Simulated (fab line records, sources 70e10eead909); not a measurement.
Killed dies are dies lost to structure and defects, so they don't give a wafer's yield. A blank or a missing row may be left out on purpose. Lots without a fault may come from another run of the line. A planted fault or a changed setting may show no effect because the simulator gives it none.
fab line records | flow nand_harc | part 2 of 2: steps 5 to 6 of 6
record lots=20 wafers=60 last_day=25
route steps=1159 shown A_CONTACT@866
lots that met no fault: from a run of the same line without faults
start_h: hours from the record's first day to the start of the lot's first wafer shown | wait_h: hours since the lot's step before | " the same as in the row above | L1.1+2: a row that stands for several wafers | - no value, or no start given | * or withheld: withheld | < > ~ a bound
route shown NAME@n: a module of which the file shows steps, and the number in the route of the first | usual: mean/standard deviation of fault-free wafers | same: alike in all rows | chamber/n: place in a boat | sites: the reading at each site | _std_site: their standard deviation | _edge_site: outer sites' mean less inner sites' | radius_mm: how far each site lies from the wafer's centre | mask NAME#n: copy n | behind: the tool/chamber that last shaped the wafer | hold: why the lot was held/for how many hours/how that ended | device: the transistor (n, p or np) that didn't switch | end of line: the same wafers' tests at the end of the route | a step without rows: its recipe alone | killed: dies lost to structure and defects at the first sort, not the wafer's yield | map: a wafer's dies, x killed, . not, _ none there
set.NAME: the setting as run; set.NAME@STEP: as run at that earlier step | model.NAME: the simulator's own value behind a step, which no gauge read
steps of the route over a sample of lots; a table a step, a row a wafer
services: from which hour (start_h, from the record's first day; less than 0 if before it) a tool's chamber was out of use, for how many hours, and why
## steps
# step NHARC_A_CONTACT_ETCH_31
# recipe target_depth_a=20000 over_etch_frac=0.3 time_s=520 ion_energy_ev=150 o2_flow_sccm=400 cos_flow_sccm=20 ar_flow_sccm=0 rf_w=500 bias_w=300 chemistry=O2/COS
# usual bias_w=299.9/0.88 chamber_pressure_mTorr=20.001/0.018 drypump_motor_current_A=5.8/0.41 oes_product_au=0.999/0.011 rf_vpp_V=314.2/2 showerhead_plenum_p_Torr=3.12/0.13 throttle_valve_pct=28.330/0.0095
# same time_s=520
# columns lot.wafer tool chamber start_h wait_h bias_w chamber_pressure_mTorr drypump_motor_current_A oes_product_au rf_hours_counter_h rf_vpp_V showerhead_plenum_p_Torr throttle_valve_pct
L074.3 rie_diel-04 1 - - 301.5 20.022 5.5 1.004 29 313.6 3.07 28.318
L074.4 " 3 " " 299.7 20.024 6.0 0.989 33 314.6 3.21 28.324
L074.5 " 0 " " 300.3 19.979 5.7 0.991 - 315.7 3.19 28.324
L076.3 rie_diel-04 0 - - 299.9 19.970 5.7 0.995 32 314.9 3.19 28.334
L076.2 " 2 " " 300.7 19.978 5.6 0.997 23 316.2 3.33 28.327
L076.6 " 0 " " 301.6 19.999 5.7 0.999 - 315.2 3.19 28.336
L075.2 rie_diel-06 0 - - 299.0 19.990 5.6 0.998 49 311.2 2.90 28.339
L075.4 " 1 " " 300.6 19.989 6.2 1.006 51 311.3 2.93 28.343
L075.5 " 2 " " 300.7 20.006 5.7 0.994 - 311.5 2.93 28.330
L077.4 rie_diel-08 0 - - 299.8 19.997 6.3 1.010 15 313.2 3.01 28.319
L077.1 " 1 " " 299.9 19.983 6.1 0.976 19 314.7 3.05 28.341
L077.5 " 2 " " 299.3 19.991 4.9 0.995 - 317.1 3.29 28.317
L079.4 rie_diel-08 1 - - 298.6 19.987 6.1 0.971 19 314.0 3.05 28.340
L079.1 " 3 " " 299.9 20.026 6.2 1.009 13 312.3 2.98 28.334
L079.5 " 1 " " 298.6 19.991 6.2 0.976 - 313.3 3.05 28.343
L078.1 rie_diel-08 1 - - 301.4 20.021 6.1 0.966 20 313.7 3.05 28.335
L078.3 " 2 " " 301.1 19.994 4.9 0.992 18 316.4 3.29 28.326
L078.4 " 3 " " 300.0 19.977 6.2 1.019 13 312.8 2.98 28.327
L081.4 rie_diel-08 2 - - 298.7 19.984 4.9 0.995 20 317.1 3.29 28.326
L081.2 " 3 " " 299.6 19.992 6.2 1.013 16 312.3 2.98 28.338
L081.6 " 1 " " 299.8 19.997 6.1 0.975 - 312.5 3.04 28.325
L082.2 rie_diel-06 0 - - 301.1 19.996 5.6 1.010 3 317.5 3.37 28.327
L082.1 " 2 " " 300.5 20.031 5.7 0.983 4 313.2 2.93 28.347
L082.6 " 0 " " 300.0 19.991 5.6 1.000 - 318.1 3.37 28.332
L083.3 rie_diel-04 2 - - 300.5 19.997 5.6 1.002 44 317.0 3.32 28.325
L083.4 " 0 " " 299.8 20.013 5.7 1.000 53 314.0 3.18 28.338
L083.5 " 1 " " 299.9 19.984 5.5 1.008 - 313.9 3.06 28.335
L088.1 rie_diel-08 0 - - 299.4 19.996 6.3 1.012 24 312.6 3.01 28.325
L088.3 " 1 " " 300.1 19.997 6.1 0.990 28 312.5 3.04 28.326
L088.6 " 0 " " 299.2 19.994 6.3 1.008 - 313.3 3.01 28.355
L087.2 rie_diel-04 3 - - 299.7 19.964 6.0 0.980 50 315.1 3.20 28.335
L087.4 " 0 " " 299.7 19.980 5.7 0.992 57 315.0 3.18 28.336
L087.5 " 1 " " 298.3 19.983 5.5 1.006 - 312.7 3.05 28.339
L089.3 rie_diel-08 3 - - 299.7 19.975 6.2 1.006 23 311.6 2.97 28.327
L089.6 " 1 " " 300.5 20.019 6.2 0.987 - 313.6 3.04 28.315
L089.5 " 2 " " 300.0 20.002 4.9 1.004 - 316.3 3.29 28.330
L085.3 rie_diel-04 3 - - 299.4 19.990 5.9 1.007 56 315.2 3.19 28.318
L085.2 " 1 " " 299.1 19.977 5.5 1.011 64 313.5 3.05 28.323
L085.1 " 2 " " 299.8 19.995 5.7 1.016 56 316.6 3.31 28.337
L091.3 rie_diel-08 1 - - 299.9 19.985 6.1 0.986 33 311.7 3.04 28.328
L091.4 " 3 " " 300.9 19.980 6.2 0.991 25 312.6 2.97 28.318
L091.5 " 1 " " 300.3 19.999 6.1 0.977 - 314.3 3.04 28.336
L090.4 rie_diel-04 2 - - 299.6 19.975 5.6 1.004 1 316.2 3.31 28.342
L090.1 " 0 " " 298.2 20.000 5.7 0.987 1 316.3 3.17 28.333
L090.5 " 1 " " 301.3 19.994 5.5 0.993 - 312.8 3.05 28.335
L093.1 rie_diel-08 0 - - 300.0 20.026 6.3 1.012 1 312.2 3.01 28.334
L093.3 " 3 " " 300.6 20.012 6.2 1.005 1 312.5 2.97 28.338
L093.5 " 1 " " 300.6 20.014 6.1 1.007 - 313.9 3.04 28.325
L092.3 rie_diel-04 0 - - 299.3 19.996 5.7 0.983 4 315.5 3.17 28.316
L092.5 " 1 " " 298.8 19.997 5.5 1.003 - 314.0 3.05 28.330
L092.6 " 2 " " 299.4 20.017 5.6 1.000 - 316.1 3.31 28.338
L094.3 rie_diel-04 3 - - 300.0 20.004 6.0 0.985 9 315.7 3.19 28.322
L094.1 " 1 " " 300.4 20.004 5.5 0.994 7 312.9 3.05 28.335
L094.6 " 3 " " 299.5 19.990 6.0 0.998 - 314.7 3.19 28.333
L097.2 rie_diel-08 0 - - 300.0 20.015 6.3 1.010 6 310.7 3.00 28.329
L097.1 " 1 " " 298.7 20.037 6.1 1.014 4 313.0 3.04 28.323
L097.6 " 0 " " 301.2 19.996 6.3 1.016 - 312.0 3.00 28.327
L096.4 rie_diel-04 0 - - 301.5 20.023 5.7 0.986 25 313.2 3.16 28.332
L096.2 " 1 " " 300.0 19.988 5.5 1.008 23 311.8 3.04 28.327
L096.5 " 2 " " 299.9 20.003 5.6 0.990 - 316.5 3.30 28.347
# step NHARC_A_CONTACT_ETCH_139
# recipe source_w=withheld pressure_mtorr=20 bias_v=400 time_s=137 target_depth_a=5900 ar_flow_sccm=withheld c4f8_flow_sccm=11.5 o2_flow_sccm=7.2 chemistry=C4F8/O2/Ar
# usual chamber_pressure_mTorr=20.002/0.018
# same time_s=137
# columns lot.wafer tool chamber start_h wait_h chamber_pressure_mTorr rf_hours_counter_h
L074.3 har_cap_etch-01 1 384.33 0.1 19.979 -
L074.4 " 0 " " 20.004 -
L074.5 " 0 " " 20.001 -
L076.2 har_cap_etch-02 0 385.74 0.1 20.015 11
L076.3 " 0 " " 19.967 -
L076.6 " 0 " " 19.992 -
L075.2 har_cap_etch-03 0 387.10 0.1 20.028 89
L075.4 " 1 " " 20.005 -
L075.5 " 0 " " 20.014 -
L077.1 har_cap_etch-01 1 395.52 0.1 19.998 62
L077.4 " 0 " " 20.009 -
L077.5 " 1 " " 19.999 -
L079.1 har_cap_etch-02 1 401.93 0.1 19.978 15
L079.4 " 1 " " 19.999 -
L079.5 " 0 " " 20.014 -
L078.1 har_cap_etch-01 0 407.35 0.1 20.025 64
L078.4 " 1 " " 19.985 -
L078.3 " 0 " " 20.003 -
L081.2 har_cap_etch-02 0 423.78 0.1 19.991 16
L081.4 " 0 " " 20.015 -
L081.6 " 0 " " 20.017 -
L082.2 har_cap_etch-03 0 438.13 0.1 20.007 99
L082.1 " 1 " " 20.020 99
L082.6 " 1 " " 20.009 -
L083.4 har_cap_etch-03 0 441.75 0.1 19.988 -
L083.3 " 1 " " 20.035 -
L083.5 " 0 " " 19.992 -
L088.1 har_cap_etch-01 1 451.02 0.1 20.016 72
L088.3 " 0 " " 20.017 -
L088.6 " 0 " " 20.032 -
L087.2 har_cap_etch-01 1 451.95 0.1 19.995 73
L087.4 " 0 " " 20.010 -
L087.5 " 1 " " 19.985 -
L089.3 har_cap_etch-03 0 465.75 0.2 20.019 -
L089.5 " 1 " " 19.987 -
L089.6 " 0 " " 19.990 -
L085.1 har_cap_etch-02 1 466.42 0.1 20.003 24
L085.2 " 0 " " 20.030 24
L085.3 " 0 " " 20.010 -
L091.4 har_cap_etch-02 1 474.29 0.1 20.028 -
L091.3 " 0 " " 20.008 -
L091.5 " 0 " " 20.029 -
L090.1 har_cap_etch-02 0 478.35 0.1 20.018 26
L090.4 " 1 " " 19.978 -
L090.5 " 0 " " 20.003 -
L093.1 har_cap_etch-01 0 494.97 0.1 20.049 80
L093.3 " 0 " " 20.019 -
L093.5 " 1 " " 20.003 -
L092.3 har_cap_etch-03 1 495.63 0.1 19.987 -
L092.5 " 1 " " 20.004 -
L092.6 " 0 " " 20.014 -
L094.1 har_cap_etch-01 1 503.12 0.1 20.012 81
L094.3 " 0 " " 19.969 -
L094.6 " 0 " " 20.000 -
L097.2 har_cap_etch-01 1 520.23 0.1 20.019 83
L097.1 " 0 " " 19.999 83
L097.6 " 0 " " 19.972 -
L096.2 har_cap_etch-01 1 541.68 0.1 19.970 88
L096.4 " 0 " " 19.993 -
L096.5 " 0 " " 20.034 -
## services
# columns tool chamber start_h hours kind
rie_diel-08 0 346.69 9.6 repair
rie_diel-08 0 359.86 - clean
rie_diel-08 1 359.86 - clean
rie_diel-08 2 359.86 - clean
rie_diel-08 3 359.86 - clean
rie_diel-08 0 384.36 - clean
rie_diel-08 1 384.36 - clean
rie_diel-08 2 384.36 - clean
rie_diel-08 3 384.36 - clean
rie_diel-08 2 384.74 5.2 repair
har_cap_etch-02 - 407.79 0.4 repair
rie_diel-08 0 408.96 - clean
rie_diel-08 1 408.96 - clean
rie_diel-08 2 408.96 - clean
rie_diel-08 3 408.96 - clean
rie_diel-04 3 419.08 20.6 repair
rie_diel-06 - 419.80 9.0 pm
rie_diel-04 - 466.31 9.0 pm
rie_diel-06 1 467.15 1.4 repair
rie_diel-08 - 478.86 9.0 pm
rie_diel-06 1 498.91 4.0 repair
rie_diel-08 - 504.61 0.9 repair
rie_diel-08 1 510.47 3.5 repair
rie_diel-08 1 539.98 9.6 repair
